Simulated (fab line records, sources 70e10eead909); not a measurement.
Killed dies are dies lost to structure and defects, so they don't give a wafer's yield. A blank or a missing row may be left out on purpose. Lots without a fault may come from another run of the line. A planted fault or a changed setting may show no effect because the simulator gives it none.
fab line records | flow nand_harc
record lots=24 wafers=72 last_day=25
route steps=1159 shown P_M2@331 P_BONDPAD@372 A_ZERO_WELL@403 A_CHANNEL_HOLE_D1@462 A_CHANNEL_FILL_D1@508
lots that met no fault: from a run of the same line without faults
start_h: hours from the record's first day to the start of the lot's first wafer shown | wait_h: hours since the lot's step before | " the same as in the row above | L1.1+2: a row that stands for several wafers | - no value, or no start given | * or withheld: withheld | < > ~ a bound
route shown NAME@n: a module of which the file shows steps, and the number in the route of the first | usual: mean/standard deviation of fault-free wafers | same: alike in all rows | chamber/n: place in a boat | sites: the reading at each site | _std_site: their standard deviation | _edge_site: outer sites' mean less inner sites' | radius_mm: how far each site lies from the wafer's centre | mask NAME#n: copy n | behind: the tool/chamber that last shaped the wafer | hold: why the lot was held/for how many hours/how that ended | device: the transistor (n, p or np) that didn't switch | end of line: the same wafers' tests at the end of the route | a step without rows: its recipe alone | killed: dies lost to structure and defects at the first sort, not the wafer's yield | map: a wafer's dies, x killed, . not, _ none there
set.NAME: the setting as run; set.NAME@STEP: as run at that earlier step | model.NAME: the simulator's own value behind a step, which no gauge read
steps of the route over a sample of lots; a table a step, a row a wafer
services: from which hour (start_h, from the record's first day; less than 0 if before it) a tool's chamber was out of use, for how many hours, and why
## steps
# step NHARC_P_M2_DESCUM_14
# recipe time_s=3 o2_flow_sccm=200 ar_flow_sccm=0 bias_power_w=0 chemistry=O2
# usual drypump_motor_current_A=5.9/0.58 oes_product_au=1.001/0.011 rf_vpp_V=57.7/0.85 showerhead_plenum_p_Torr=1.89/0.062 throttle_valve_pct=11.310/0.0083
# same bias_power_w=0
# columns lot.wafer tool chamber start_h wait_h drypump_motor_current_A oes_product_au rf_hours_counter_h rf_vpp_V showerhead_plenum_p_Torr throttle_valve_pct
L074.1 rie_diel-13 1 114.77 0.1 5.5 0.998 1 58.9 2.02 11.306
L074.5 " 3 " " 5.9 0.999 - 57.4 1.95 11.302
L074.6 " 0 " " 5.7 1.005 - 58.7 1.78 11.310
L075.2 rie_diel-03 3 124.19 0.1 6.8 1.018 3 57.3 1.84 11.310
L075.3 " 0 " " 4.8 1.019 2 57.3 1.80 11.315
L075.1 " 1 " " 5.4 1.006 3 59.7 1.91 11.312
L076.1 rie_diel-13 3 144.72 0.1 5.8 1.001 4 59.0 1.95 11.301
L076.3 " 0 " " 5.7 0.999 6 56.7 1.78 11.316
L076.5 " 2 " " 5.8 1.005 - 59.5 1.91 11.302
L077.2 rie_diel-13 2 145.77 0.1 5.9 0.991 4 58.4 1.91 11.304
L077.1 " 1 " " 5.6 0.994 6 59.6 2.01 11.307
L077.6 " 3 " " 5.9 0.987 - 57.1 1.95 11.314
L079.2 rie_diel-03 3 146.87 0.1 6.8 0.999 4 57.2 1.84 11.303
L079.3 " 0 " " 4.8 1.013 2 58.0 1.80 11.312
L079.6 " 1 " " 5.4 0.999 - 56.3 1.91 11.309
L078.3 rie_diel-03 2 153.76 0.1 6.0 0.996 4 58.5 1.92 11.323
L078.4 " 0 " " 4.8 1.002 3 57.3 1.80 11.297
L078.6 " 2 " " 6.0 1.005 - 57.1 1.92 11.309
L081.3 rie_diel-03 1 167.83 0.1 5.4 0.992 4 58.1 1.91 11.303
L081.4 " 0 " " 4.8 0.999 3 56.4 1.80 11.323
L081.6 " 2 " " 6.0 0.995 - 58.2 1.92 11.306
L080.4 rie_diel-03 1 168.07 0.1 5.4 0.998 4 57.1 1.91 11.317
L080.2 " 2 " " 6.0 1.003 5 56.6 1.92 11.313
L080.3 " 0 " " 4.8 1.006 3 58.1 1.80 11.301
L082.1 rie_diel-03 0 178.48 0.1 4.7 1.002 3 56.9 1.80 11.316
L082.2 " 1 " " 5.4 0.995 5 57.0 1.91 11.308
L082.5 " 0 " " 4.8 1.002 - 57.4 1.80 11.315
L083.1 rie_diel-03 2 184.34 0.1 6.0 0.997 5 58.4 1.92 11.305
L083.2 " 3 " " 6.8 1.010 5 57.4 1.84 11.316
L083.5 " 2 " " 6.0 1.007 - 58.8 1.91 11.302
L084.1 rie_diel-06 2 190.16 0.1 5.9 0.990 40 57.5 1.90 11.319
L084.6 " 2 " " 5.9 0.996 - 58.8 1.90 11.318
L084.5 " 3 " " 6.4 0.980 - 56.7 1.89 11.302
L087.2 rie_diel-13 3 219.18 0.1 5.8 1.011 17 57.1 1.94 11.314
L087.3 " 1 " " 5.6 1.006 22 57.9 2.01 11.290
L087.1 " 2 " " 5.8 0.993 20 57.4 1.90 11.312
L086.3 rie_diel-13 3 219.46 0.1 5.9 0.998 17 57.6 1.94 11.310
L086.1 " 0 " " 5.7 0.997 13 57.3 1.78 11.313
L086.5 " 2 " " 5.8 1.005 - 58.7 1.90 11.307
L085.2 rie_diel-13 1 220.15 0.2 5.6 1.026 22 57.3 2.01 11.308
L085.6 " 2 " " 5.8 0.995 - 57.8 1.90 11.321
L085.5 " 3 " " 5.9 1.001 - 58.5 1.94 11.306
L088.4 rie_diel-13 0 220.96 0.1 5.7 0.999 14 57.7 1.78 11.304
L088.1 " 1 " " 5.5 1.013 22 56.2 2.01 11.314
L088.2 " 2 " " 5.8 1.001 21 57.7 1.90 11.334
L089.3 rie_diel-13 3 224.10 0.1 5.9 0.999 18 58.7 1.94 11.305
L089.5 " 3 " " 5.9 1.003 - 58.1 1.94 11.321
L089.6 " 0 " " 5.7 0.994 - 58.6 1.78 11.308
L090.1 rie_diel-03 2 227.41 0.1 6.0 0.996 0 57.1 1.91 11.307
L090.3 " 3 " " 6.8 1.019 0 57.1 1.84 11.322
L090.5 " 2 " " 6.0 0.994 - 56.8 1.91 11.320
L092.1 rie_diel-03 1 229.95 0.1 5.4 1.002 0 58.0 1.91 11.308
L092.3 " 3 " " 6.9 1.019 0 57.3 1.84 11.310
L092.4 " 2 " " 6.0 0.991 - 58.1 1.91 11.302
L091.4 rie_diel-03 2 231.07 0.1 6.0 0.981 - 57.7 1.91 11.296
L091.6 " 2 " " 6.0 0.986 - 57.5 1.91 11.315
L091.5 " 3 " " 6.9 1.008 - 58.4 1.84 11.319
L094.1 rie_diel-03 3 237.15 0.1 6.8 1.029 1 57.8 1.84 11.309
L094.3 " 2 " " 6.0 0.989 - 57.1 1.91 11.313
L094.6 " 3 " " 6.9 1.020 - 57.9 1.84 11.322
L093.1 rie_diel-03 2 237.63 0.1 6.0 0.983 1 58.0 1.91 11.313
L093.3 " 3 " " 6.9 1.015 - 58.1 1.84 11.300
L093.4 " 2 " " 6.0 0.989 - 57.7 1.91 11.300
L095.3 rie_diel-03 2 254.43 0.1 6.0 0.997 2 57.6 1.91 11.317
L095.5 " 1 " " 5.4 1.004 - 56.8 1.91 11.309
L095.6 " 0 " " 4.8 1.000 - 57.8 1.80 11.314
L096.2 rie_diel-03 3 254.96 0.1 6.9 1.023 2 57.7 1.84 11.319
L096.1 " 1 " " 5.4 0.999 1 56.5 1.91 11.291
L096.3 " 2 " " 6.0 0.996 2 56.6 1.91 11.315
L097.4 rie_diel-03 2 264.27 0.1 6.0 0.990 2 56.5 1.91 11.320
L097.1 " 3 " " 6.9 1.016 2 57.9 1.84 11.302
L097.3 " 1 " " 5.4 0.999 1 57.7 1.91 11.314
# step NHARC_P_M2_DEGAS_29
# recipe temp_c=250 time_s=60
# usual heater_power_w=335/42
# columns lot.wafer tool chamber start_h wait_h heater_power_w
L074.1 pvd_sputter-03 - 115.82 - 351
L074.5 " - " " 301
L074.6 " - " " 279
L075.1 pvd_sputter-01 - 125.20 - 343
L075.3 " - " " 379
L075.2 " - " " 270
L076.3 pvd_sputter-03 - 145.77 - 379
L076.1 " - " " 294
L076.5 " - " " 306
L077.1 pvd_sputter-01 - 147.22 - 383
L077.2 " - " " 372
L077.6 " - " " 339
L079.2 pvd_sputter-01 - 147.89 - 264
L079.3 " - " " 379
L079.6 " - " " 272
L078.4 pvd_sputter-03 - 154.80 - 275
L078.3 " - " " 339
L078.6 " - " " 362
L081.3 pvd_sputter-01 - 168.86 - 280
L081.4 " - " " 342
L081.6 " - " " 400
L080.3 pvd_sputter-02 - 169.23 - 329
L080.4 " - " " 302
L080.2 " - " " 393
L082.2 pvd_sputter-01 - 179.54 - 284
L082.1 " - " " 397
L082.5 " - " " 365
L083.2 pvd_sputter-01 - 185.46 - 337
L083.1 " - " " 355
L083.5 " - " " 343
L084.1 pvd_sputter-03 - 191.26 - 368
L084.5 " - " " 274
L084.6 " - " " 349
L087.3 pvd_sputter-03 - 220.22 - 295
L087.2 " - " " 276
L087.1 " - " " 346
L086.1 pvd_sputter-03 - 220.61 - 293
L086.3 " - " " 273
L086.5 " - " " 295
L085.2 pvd_sputter-03 - 221.51 - 352
L085.6 " - " " 301
L085.5 " - " " 285
L088.2 pvd_sputter-01 - 222.28 - 331
L088.4 " - " " 395
L088.1 " - " " 282
L089.3 pvd_sputter-03 - 225.18 - 347
L089.6 " - " " 348
L089.5 " - " " 370
L090.3 pvd_sputter-02 - 228.50 - 422
L090.1 " - " " 306
L090.5 " - " " 316
L092.3 pvd_sputter-01 - 231.26 - 396
L092.4 " - " " 355
L092.1 " - " " 284
L091.4 pvd_sputter-02 - 232.40 - 311
L091.6 " - " " 415
L091.5 " - " " 344
L094.3 pvd_sputter-03 - 238.36 - 298
L094.1 " - " " 277
L094.6 " - " " 369
L093.1 pvd_sputter-02 - 238.96 - 310
L093.3 " - " " 310
L093.4 " - " " 410
L095.3 pvd_sputter-03 - 255.49 - 292
L095.5 " - " " 371
L095.6 " - " " 291
L096.2 pvd_sputter-02 - 255.97 - 311
L096.1 " - " " 428
L096.3 " - " " 315
L097.4 pvd_sputter-02 - 265.30 - 336
L097.1 " - " " 314
L097.3 " - " " 417
# step NHARC_P_BONDPAD_ETCH_24
# recipe target_depth_a=300 over_etch_frac=0.3 time_s=72.99 ion_energy_ev=150 cf4_flow_sccm=50 n2_flow_sccm=100 ar_flow_sccm=150 rf_w=300 bias_w=100 chemistry=CF4/N2
# usual drypump_motor_current_A=5.7/0.53 oes_product_au=0.998/0.013 rf_vpp_V=314.2/1.9 showerhead_plenum_p_Torr=2.62/0.11 throttle_valve_pct=19.795/0.0095
# same over_etch_frac=0.3
# columns lot.wafer tool chamber start_h wait_h drypump_motor_current_A oes_product_au rf_hours_counter_h rf_vpp_V showerhead_plenum_p_Torr throttle_valve_pct
L074.1 rie_diel-11 2 - - 5.3 0.985 9 313.8 2.58 19.813
L074.6 " 0 " " 5.9 0.992 - 314.8 2.71 19.796
L074.5 " 1 " " 6.4 1.020 - 315.7 2.71 19.807
L075.1 rie_diel-02 2 - - 5.7 1.010 55 314.9 2.59 19.807
L075.3 " 3 " " 6.0 0.978 51 311.9 2.50 19.787
L075.2 " 0 " " 5.9 0.973 46 313.4 2.50 19.802
L076.3 rie_diel-01 0 - - 5.8 0.990 2 316.1 2.73 19.795
L076.1 " 1 " " 5.0 1.013 1 314.5 2.59 19.789
L076.5 " 3 " " 6.6 1.008 - 316.9 2.76 19.788
L077.1 rie_diel-11 2 - - 5.3 0.988 12 312.1 2.58 19.799
L077.2 " 0 " " 5.8 0.994 12 314.7 2.70 19.783
L077.6 " 3 " " 5.0 1.009 - 311.8 2.46 19.799
L079.3 rie_diel-11 2 - - 5.3 0.977 12 312.4 2.58 19.803
L079.2 " 3 " " 5.0 0.989 10 311.7 2.46 19.800
L079.6 " 0 " " 5.9 1.001 - 314.6 2.70 19.791
L078.4 rie_diel-11 2 - - 5.3 0.977 12 313.6 2.58 19.782
L078.3 " 3 " " 5.0 1.001 10 311.3 2.46 19.792
L078.6 " 1 " " 6.4 1.005 - 315.7 2.71 19.799
L081.4 rie_diel-11 3 - - 5.0 1.011 11 311.1 2.46 19.807
L081.3 " 0 " " 5.9 1.004 14 315.6 2.70 19.794
L081.6 " 3 " " 5.0 1.002 - 311.7 2.46 19.817
L080.4 rie_diel-11 2 - - 5.3 0.969 13 312.2 2.58 19.789
L080.3 " 3 " " 5.0 0.991 11 312.0 2.46 19.780
L080.2 " 0 " " 5.8 1.001 14 315.7 2.70 19.804
L082.1 rie_diel-11 0 - - 5.8 0.997 14 316.4 2.70 19.789
L082.2 " 1 " " 6.4 1.012 14 314.1 2.70 19.777
L082.5 " 3 " " 5.1 1.012 - 312.3 2.46 19.804
L083.1 rie_diel-01 1 189.61 - 5.0 1.019 18 314.2 2.59 19.781
L083.2 " 3 " " 6.6 1.003 22 319.9 2.75 19.799
L083.5 " 2 " " 5.2 1.007 - 313.9 2.71 19.793
L084.1 rie_diel-02 2 - - 5.7 0.986 13 313.9 2.59 19.815
L084.5 " 2 " " 5.7 0.988 - 312.9 2.59 19.794
L084.6 " 3 " " 6.0 0.995 - 310.9 2.49 19.801
L087.1 rie_diel-01 0 - - 5.8 0.984 35 315.3 2.72 19.789
L087.2 " 1 " " 5.0 1.019 33 313.2 2.58 19.790
L087.3 " 2 " " 5.2 1.010 33 316.0 2.70 19.791
L086.3 rie_diel-01 3 - - 6.6 1.004 35 317.1 2.75 19.787
L086.1 " 1 " " 5.0 1.024 33 314.8 2.58 19.796
L086.5 " 3 " " 6.6 0.992 - 315.4 2.75 19.792
L085.2 rie_diel-11 1 - - 6.4 0.998 4 313.7 2.70 19.806
L085.5 " 3 " " 5.0 1.003 - 313.0 2.45 19.771
L085.6 " 0 " " 5.8 1.012 - 315.9 2.70 19.800
L088.4 rie_diel-11 2 - - 5.3 0.990 3 314.1 2.58 19.792
L088.2 " 3 " " 5.0 0.990 3 310.5 2.45 19.789
L088.1 " 1 " " 6.4 1.000 4 315.5 2.70 19.800
L089.3 rie_diel-02 3 - - 6.0 0.997 27 313.5 2.49 19.784
L089.5 " 3 " " 6.0 0.991 - 312.4 2.49 19.811
L089.6 " 0 " " 6.0 0.978 - 311.4 2.49 19.788
L090.1 rie_diel-11 0 - - 5.8 1.002 4 314.5 2.70 19.786
L090.3 " 1 " " 6.4 0.984 4 316.0 2.70 19.808
L090.5 " 3 " " 5.0 0.999 - 312.8 2.45 19.785
L092.4 rie_diel-11 3 - - 5.0 1.005 4 310.4 2.45 19.788
L092.3 " 1 " " 6.4 0.993 5 315.1 2.70 19.798
L092.1 " 2 " " 5.3 1.005 4 313.6 2.58 19.791
L091.4 rie_diel-11 2 - - 5.2 1.011 4 313.3 2.58 19.801
L091.6 " 1 " " 6.4 0.995 - 315.0 2.70 19.781
L091.5 " 2 " " 5.3 0.999 - 314.5 2.58 19.797
L094.3 rie_diel-11 3 - - 5.0 1.006 5 310.7 2.45 19.788
L094.1 " 1 " " 6.4 1.003 6 314.8 2.70 19.781
L094.6 " 3 " " 5.0 0.998 - 311.1 2.45 19.795
L093.3 rie_diel-01 0 - - 5.8 0.979 42 316.0 2.72 19.797
L093.1 " 1 " " 5.0 1.006 42 313.1 2.58 19.793
L093.4 " 2 " " 5.1 1.008 41 315.3 2.70 19.797
L095.3 rie_diel-11 3 - - 5.0 0.997 6 310.6 2.45 19.785
L095.5 " 3 " " 5.0 1.010 - 311.0 2.45 19.797
L095.6 " 0 " " 5.9 1.000 - 315.3 2.70 19.799
L096.3 rie_diel-11 1 - - 6.4 1.012 7 317.4 2.70 19.802
L096.2 " 2 " " 5.3 1.010 6 314.5 2.58 19.792
L096.1 " 0 " " 5.8 1.008 7 315.3 2.70 19.809
L097.1 rie_diel-01 3 - - 6.6 1.007 52 316.9 2.74 19.784
L097.4 " 0 " " 5.9 0.987 52 317.1 2.71 19.807
L097.3 " 1 " " 5.0 1.011 52 313.5 2.57 19.797
# step NHARC_A_ZERO_WELL_DESCUM_12
# recipe time_s=3 o2_flow_sccm=200 ar_flow_sccm=0 bias_power_w=0 chemistry=O2
# usual drypump_motor_current_A=6.0/0.44 oes_product_au=1.003/0.011 rf_vpp_V=57.9/0.84 showerhead_plenum_p_Torr=1.93/0.066 throttle_valve_pct=11.311/0.009
# same bias_power_w=0
# columns lot.wafer tool chamber start_h wait_h drypump_motor_current_A oes_product_au rf_hours_counter_h rf_vpp_V showerhead_plenum_p_Torr throttle_valve_pct
L074.1 rie_diel-05 0 123.28 - 6.4 1.015 9 58.9 1.97 11.312
L074.6 " 0 " " 6.4 1.011 - 57.2 1.97 11.294
L074.5 " 1 " " 5.6 1.018 - 58.3 1.98 11.306
L075.1 rie_diel-07 0 132.65 - 6.0 0.982 8 58.4 2.01 11.314
L075.2 " 1 " " 5.6 0.990 8 58.9 1.81 11.305
L075.3 " 2 " " 6.4 0.985 9 57.7 1.88 11.297
L076.1 rie_diel-05 2 153.36 - 6.2 1.004 11 57.9 2.01 11.316
L076.3 " 3 " " 5.0 1.009 10 57.4 1.82 11.304
L076.5 " 2 " " 6.1 1.000 - 58.6 2.01 11.324
L077.2 rie_diel-04 0 154.88 - 6.0 1.006 2 57.0 1.93 11.317
L077.1 " 1 " " 6.0 1.011 2 56.3 1.89 11.320
L077.6 " 1 " " 6.0 1.021 - 56.5 1.89 11.325
L079.3 rie_diel-07 2 155.59 - 6.4 0.976 11 58.5 1.88 11.317
L079.2 " 0 " " 6.0 0.995 10 57.6 2.01 11.307
L079.6 " 2 " " 6.4 0.982 - 58.7 1.88 11.304
L078.4 rie_diel-05 2 162.28 - 6.1 0.997 12 57.6 2.01 11.305
L078.3 " 1 " " 5.6 1.009 11 58.6 1.98 11.305
L078.6 " 3 " " 5.0 1.008 - 58.0 1.82 11.324
L081.3 rie_diel-05 2 176.34 - 6.1 0.991 0 56.0 2.01 11.302
L081.4 " 3 " " 5.0 1.001 0 57.8 1.82 11.327
L081.6 " 0 " " 6.4 1.003 - 59.3 1.97 11.302
L080.3 rie_diel-04 3 176.74 - 6.4 0.995 1 57.5 1.93 11.307
L080.2 " 0 " " 6.0 1.017 4 57.1 1.93 11.319
L080.4 " 2 " " 6.4 1.009 4 58.5 1.89 11.323
L082.1 rie_diel-05 1 187.13 - 5.6 0.997 1 59.3 1.98 11.291
L082.2 " 2 " " 6.1 0.992 1 58.8 2.01 11.302
L082.5 " 2 " " 6.2 0.988 - 57.3 2.01 11.305
L083.2 rie_diel-05 3 192.98 - 5.0 1.023 1 57.8 1.82 11.321
L083.1 " 1 " " 5.6 0.999 1 58.2 1.98 11.292
L083.5 " 3 " " 5.0 1.009 - 57.1 1.82 11.308
L084.1 rie_diel-05 2 198.69 - 6.1 0.999 1 60.0 2.01 11.306
L084.5 " 3 " " 5.0 1.020 - 58.5 1.82 11.319
L084.6 " 0 " " 6.5 1.009 - 58.1 1.97 11.309
L087.2 rie_diel-05 1 228.06 - 5.6 0.997 3 56.8 1.98 11.315
L087.1 " 3 " " 5.0 1.002 3 57.6 1.81 11.304
L087.3 " 0 " " 6.4 0.998 3 58.3 1.97 11.301
L086.3 rie_diel-05 3 228.40 - 5.0 0.996 3 57.9 1.81 11.311
L086.1 " 1 " " 5.6 0.998 3 58.3 1.97 11.330
L086.5 " 0 " " 6.4 0.988 - 57.2 1.97 11.302
L085.2 rie_diel-04 3 229.13 - 6.4 1.006 4 57.8 1.93 11.306
L085.6 " 2 " " 6.4 1.021 - 58.9 1.89 11.293
L085.5 " 3 " " 6.4 1.007 - 58.8 1.93 11.308
L088.1 rie_diel-04 0 229.81 - 6.0 0.997 7 58.1 1.93 11.288
L088.2 " 2 " " 6.4 1.012 7 57.3 1.89 11.307
L088.4 " 3 " " 6.4 0.990 4 57.1 1.93 11.313
L089.3 rie_diel-05 1 233.29 - 5.6 0.995 3 58.7 1.98 11.319
L089.5 " 1 " " 5.5 1.001 - 58.3 1.97 11.291
L089.6 " 2 " " 6.2 0.997 - 59.4 2.01 11.303
L090.1 rie_diel-04 2 236.48 - 6.4 1.012 8 57.8 1.89 11.306
L090.3 " 1 " " 6.0 1.003 8 56.5 1.89 11.311
L090.5 " 3 " " 6.4 0.992 - 57.1 1.93 11.308
L092.3 rie_diel-04 0 238.98 - 6.0 1.012 8 57.7 1.93 11.314
L092.1 " 2 " " 6.3 1.014 8 56.4 1.89 11.317
L092.4 " 3 " " 6.4 0.988 5 57.0 1.93 11.325
L091.4 rie_diel-07 2 240.01 - 6.4 0.984 0 55.5 1.88 11.305
L091.6 " 0 " " 6.0 0.990 - 58.0 2.01 11.320
L091.5 " 1 " " 5.6 0.986 - 56.2 1.81 11.318
L094.1 rie_diel-07 3 246.08 - 5.7 1.013 1 58.5 1.95 11.320
L094.3 " 0 " " 6.0 1.008 1 58.7 2.01 11.297
L094.6 " 0 " " 6.0 1.005 - 57.8 2.01 11.308
L093.3 rie_diel-04 0 247.11 - 6.0 1.015 9 57.4 1.93 11.321
L093.1 " 1 " " 6.0 1.021 9 58.0 1.89 11.328
L093.4 " 3 " " 6.4 0.992 - 58.3 1.93 11.312
L095.3 rie_diel-04 3 263.40 - 6.4 0.998 7 57.3 1.93 11.306
L095.6 " 2 " " 6.4 1.026 - 57.2 1.89 11.322
L095.5 " 3 " " 6.4 1.002 - 57.6 1.93 11.320
L096.3 rie_diel-05 1 263.73 - 5.6 1.006 7 57.8 1.97 11.314
L096.2 " 2 " " 6.2 0.992 7 57.4 2.01 11.320
L096.1 " 3 " " 5.0 0.991 8 59.6 1.81 11.299
L097.4 rie_diel-07 2 273.24 - 6.4 0.998 5 57.8 1.87 11.313
L097.1 " 0 " " 6.0 0.994 3 60.2 2.01 11.317
L097.3 " 1 " " 5.6 1.003 5 56.2 1.80 11.306
# step NHARC_A_CHANNEL_HOLE_D1_CD_MEAS_10
# recipe target_cd_nm=100 landing_energy_ev=500
# usual cd_nm=99.7/0.6
# columns lot.wafer tool chamber start_h wait_h cd_nm
L075.1 cd_sem-01 0 172.71 - 99.4
L075.2 " 0 " " 99.3
L075.3 " 0 " " 99.2
L074.1 cd_sem-01 0 172.91 - 99.9
L074.5 " 0 " " 100.4
L074.6 " 0 " " 100.0
L079.2 cd_sem-02 0 192.88 - 100.3
L079.3 " 0 " " 99.5
L079.6 " 0 " " 99.6
L077.1 cd_sem-03 0 193.03 - 99.3
L077.2 " 0 " " 99.2
L077.6 " 0 " " 100.0
L076.1 cd_sem-02 0 194.05 - 100.6
L076.3 " 0 " " 99.5
L076.5 " 0 " " 100.6
L078.3 cd_sem-02 0 201.36 - 99.5
L078.4 " 0 " " 99.9
L078.6 " 0 " " 99.6
L081.3 cd_sem-01 0 215.95 - 100.5
L081.4 " 0 " " 98.9
L081.6 " 0 " " 99.0
L080.2 cd_sem-03 0 216.39 - 100.3
L080.3 " 0 " " 99.3
L080.4 " 0 " " 100.3
L082.1 cd_sem-02 0 226.97 - 99.3
L082.2 " 0 " " 98.6
L082.5 " 0 " " 99.7
L083.1 cd_sem-03 0 231.27 - 99.6
L083.2 " 0 " " 100.3
L083.5 " 0 " " 100.0
L084.1 cd_sem-02 0 236.34 - 98.8
L084.5 " 0 " " 100.0
L084.6 " 0 " " 99.8
L088.1 cd_sem-02 0 266.18 - 99.6
L088.2 " 0 " " 100.1
L088.4 " 0 " " 100.4
L085.2 cd_sem-02 0 266.50 - 100.5
L085.5 " 0 " " 99.4
L085.6 " 0 " " 100.1
L086.1 cd_sem-02 0 268.20 - 99.3
L086.3 " 0 " " 100.0
L086.5 " 0 " " 98.9
L087.1 cd_sem-01 0 268.38 - 100.4
L087.2 " 0 " " 100.1
L087.3 " 0 " " 99.6
L091.4 cd_sem-03 0 278.82 - 99.6
L091.5 " 0 " " 99.8
L091.6 " 0 " " 99.0
L090.1 cd_sem-03 0 279.33 - 100.6
L090.3 " 0 " " 100.0
L090.5 " 0 " " 100.0
L092.1 cd_sem-02 0 280.63 - 99.5
L092.3 " 0 " " 99.2
L092.4 " 0 " " 98.0
L089.3 cd_sem-03 0 280.79 - 99.6
L089.5 " 0 " " 100.2
L089.6 " 0 " " 100.3
L094.1 cd_sem-03 0 286.19 - 99.6
L094.3 " 0 " " 98.1
L094.6 " 0 " " 99.3
L093.1 cd_sem-01 0 286.91 - 100.2
L093.3 " 0 " " 99.3
L093.4 " 0 " " 99.4
L095.3 cd_sem-01 0 303.31 - 100.5
L095.5 " 0 " " 99.6
L095.6 " 0 " " 100.1
L096.1 cd_sem-02 0 304.81 - 98.2
L096.2 " 0 " " 99.0
L096.3 " 0 " " 99.7
L097.1 cd_sem-02 0 313.16 - 100.5
L097.3 " 0 " " 100.1
L097.4 " 0 " " 100.3
# step NHARC_A_CHANNEL_FILL_D1_ETCHBACK_08
# recipe target_depth_a=2200 time_s=110 c4f8_flow_sccm=20 ar_flow_sccm=withheld rf_w=600 bias_w=300 chemistry=C4F8
# usual oes_product_au=0.95/0.036 rf_vpp_V=441.2/2.6
# columns lot.wafer tool chamber start_h wait_h oes_product_au rf_hours_counter_h rf_vpp_V
L075.1 rie_diel-12 1 - - 1.00 0 442.3
L075.3 " 2 " " 1.00 0 440.3
L075.2 " 3 " " 0.99 0 445.4
L074.1 rie_diel-13 3 - - 0.93 18 441.7
L074.5 " 2 " " 1.00 - 439.7
L074.6 " 3 " " 0.93 - 442.3
L077.1 rie_diel-03 3 - - 0.94 2 438.9
L077.2 " 2 " " 0.91 2 440.8
L077.6 " 2 " " 0.91 - 440.7
L079.2 rie_diel-12 3 - - 0.92 1 444.3
L079.3 " 2 " " 0.93 1 440.5
L079.6 " 3 " " 0.91 - 446.3
L076.3 rie_diel-12 2 - - 0.94 1 441.4
L076.1 " 0 " " 0.95 1 441.5
L076.5 " 3 " " 0.92 - 446.0
L078.3 rie_diel-12 2 - - 1.01 2 440.7
L078.4 " 1 " " 1.00 2 443.6
L078.6 " 2 " " 1.01 - 441.7
L080.4 rie_diel-12 3 - - 0.98 2 445.6
L080.3 " 1 " " 0.97 2 443.4
L080.2 " 2 " " 0.99 2 439.6
L081.4 rie_diel-03 0 - - 0.99 1 435.7
L081.3 " 2 " " 0.99 3 440.6
L081.6 " 3 " " 1.03 - 438.0
L082.2 rie_diel-03 2 - - 0.91 3 440.2
L082.1 " 1 " " 0.90 1 442.4
L082.5 " 2 " " 0.91 - 440.1
L083.2 rie_diel-03 2 - - 0.97 3 440.5
L083.1 " 3 " " 1.03 3 439.1
L083.5 " 1 " " 0.98 - 440.2
L084.1 rie_diel-03 0 - - 1.00 1 436.8
L084.5 " 2 " " 0.97 - 441.0
L084.6 " 3 " " 1.03 - 436.4
L088.4 rie_diel-12 0 - - 0.94 2 442.0
L088.2 " 1 " " 0.92 2 444.0
L088.1 " 2 " " 0.92 2 442.0
L085.2 rie_diel-03 2 - - 0.92 4 441.9
L085.5 " 0 " " 0.92 - 436.6
L085.6 " 1 " " 0.92 - 441.0
L086.1 rie_diel-03 3 - - 0.95 4 438.3
L086.3 " 0 " " 0.93 2 437.4
L086.5 " 3 " " 0.94 - 439.3
L087.2 rie_diel-12 1 - - 0.92 2 443.3
L087.1 " 2 " " 0.93 2 441.6
L087.3 " 3 " " 0.90 2 446.2
L090.3 rie_diel-12 2 - - 0.93 2 441.1
L090.1 " 1 " " 0.91 2 444.7
L090.5 " 2 " " 0.92 - 440.2
L091.4 rie_diel-03 3 - - 0.94 4 439.3
L091.5 " 1 " " 0.91 - 441.3
L091.6 " 2 " " 0.91 - 442.7
L092.4 rie_diel-03 1 - - 0.92 3 441.0
L092.3 " 2 " " 0.91 5 440.6
L092.1 " 3 " " 0.94 4 439.8
L089.3 rie_diel-03 3 - - 0.94 4 439.1
L089.6 " 0 " " 0.99 - 435.7
L089.5 " 1 " " 0.92 - 440.9
L094.3 rie_diel-12 1 - - 0.93 3 443.9
L094.1 " 3 " " 0.91 3 447.3
L094.6 " 1 " " 0.92 - 442.8
L093.1 rie_diel-03 0 - - 0.99 3 437.3
L093.3 " 1 " " 1.00 4 440.8
L093.4 " 2 " " 0.92 5 441.7
L096.2 rie_diel-03 1 - - 0.91 4 440.9
L096.1 " 3 " " 0.94 6 438.7
L096.3 " 0 " " 0.92 4 438.7
L095.3 rie_diel-12 2 - - 0.93 3 441.8
L095.5 " 3 " " 0.92 - 446.5
L095.6 " 0 " " 0.94 - 442.1
L097.1 rie_diel-12 2 - - 0.92 4 439.3
L097.3 " 1 " " 0.92 4 444.3
L097.4 " 1 " " 0.92 - 443.7
## services
# columns tool chamber start_h hours kind
rie_diel-03 1 94.71 4.3 repair
rie_diel-13 - 99.03 9.0 pm
pvd_sputter-03 - 102.00 10.0 pm
rie_diel-13 2 113.36 9.5 repair
rie_diel-03 1 115.56 4.0 repair
rie_diel-13 3 124.27 5.6 repair
rie_diel-12 1 128.76 3.5 repair
rie_diel-05 - 163.60 9.0 pm
rie_diel-11 - 189.53 9.0 pm
rie_diel-12 - 202.40 9.0 pm
rie_diel-03 - 215.30 9.0 pm
rie_diel-12 0 224.38 5.6 repair
rie_diel-05 - 250.52 0.4 repair
rie_diel-03 3 253.44 1.3 repair
rie_diel-12 - 277.55 20.0 repair
pvd_sputter-03 - 280.00 10.0 pm
rie_diel-11 0 301.38 34.5 repair
rie_diel-05 3 316.84 7.3 repair
rie_diel-12 - 329.89 0.6 repair
rie_diel-05 0 333.81 4.8 repair
rie_diel-05 - 340.60 9.0 pm
rie_diel-12 3 357.11 16.4 repair
rie_diel-03 3 358.07 9.1 repair
rie_diel-03 2 360.13 1.6 repair
## key
fault none
